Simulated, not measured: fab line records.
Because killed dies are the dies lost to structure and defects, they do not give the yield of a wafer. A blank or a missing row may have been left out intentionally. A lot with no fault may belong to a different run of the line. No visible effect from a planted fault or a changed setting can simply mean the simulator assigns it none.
Chamber matching :: flow nand harc :: 3 sister chambers for NHARC_A_DECK1_JOINT_DEP_16 on pecvd-03
The step deposits SiO2, target thk 45 nm. 6 wafers are shown with their chamber, then 7 later ones without.

WAFERS WITH THEIR CHAMBER
wafer: L093.6
chamber: 0
throttle valve pct (%): 15.9
flow sccm (sccm): 2640

wafer: L092.1
chamber: 0
throttle valve pct (%): 15.5
flow sccm (sccm): 2652

wafer: L092.2
chamber: 2
throttle valve pct (%): 15.7
flow sccm (sccm): 2646

wafer: L092.3
chamber: 1
throttle valve pct (%): 15.2
flow sccm (sccm): 2635

wafer: L094.3
chamber: 2
throttle valve pct (%): 15.6
flow sccm (sccm): 2647

wafer: L094.4
chamber: 1
throttle valve pct (%): 14.9
flow sccm (sccm): 2639

WAFERS WHOSE CHAMBER IS MISSING
wafer: L094.5
throttle valve pct (%): 15.4
flow sccm (sccm): 2655

wafer: L095.2
throttle valve pct (%): 16.0
flow sccm (sccm): 2640

wafer: L095.4
throttle valve pct (%): 15.3
flow sccm (sccm): 2656

wafer: L095.6
throttle valve pct (%): 15.7
flow sccm (sccm): 2642

wafer: L097.4
throttle valve pct (%): 15.7
flow sccm (sccm): 2660

wafer: L097.5
throttle valve pct (%): 16.0
flow sccm (sccm): 2659

wafer: L097.6
throttle valve pct (%): 15.3
flow sccm (sccm): 2640

EACH ONE'S CHAMBER
wafer: L094.5
from the rows above: can't be placed: 2 or 0 or 1
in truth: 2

wafer: L095.2
from the rows above: can't be placed: 0 or 2
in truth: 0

wafer: L095.4
from the rows above: can't be placed: 2 or 0 or 1
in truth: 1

wafer: L095.6
from the rows above: can't be placed: 0 or 2
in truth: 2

wafer: L097.4
from the rows above: can't be placed: 2 or 0
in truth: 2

wafer: L097.5
from the rows above: can't be placed: 0 or 2
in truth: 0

wafer: L097.6
from the rows above: can't be placed: 1 or 2 or 0
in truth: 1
Correctly placed: 0 of 7. Unplaceable from these rows: 7, with the true chamber sitting among the candidates in 7. 0 placed wrongly.
How it was worked out, from the rows above alone: a wafer's distance from a chamber is the root of the sum, over the readings, of the square of ((its reading less the chamber's mean) divided by the reading's scatter). The wafer belongs to the nearest chamber; if the next one is less than 2 further off, it can't be placed. For every chamber, the mean is computed from those of its wafers that are shown. The scatter is the square root of a quotient: the sum, over the shown wafers, of each reading's squared deviation from its chamber's mean, divided by wafers minus chambers.
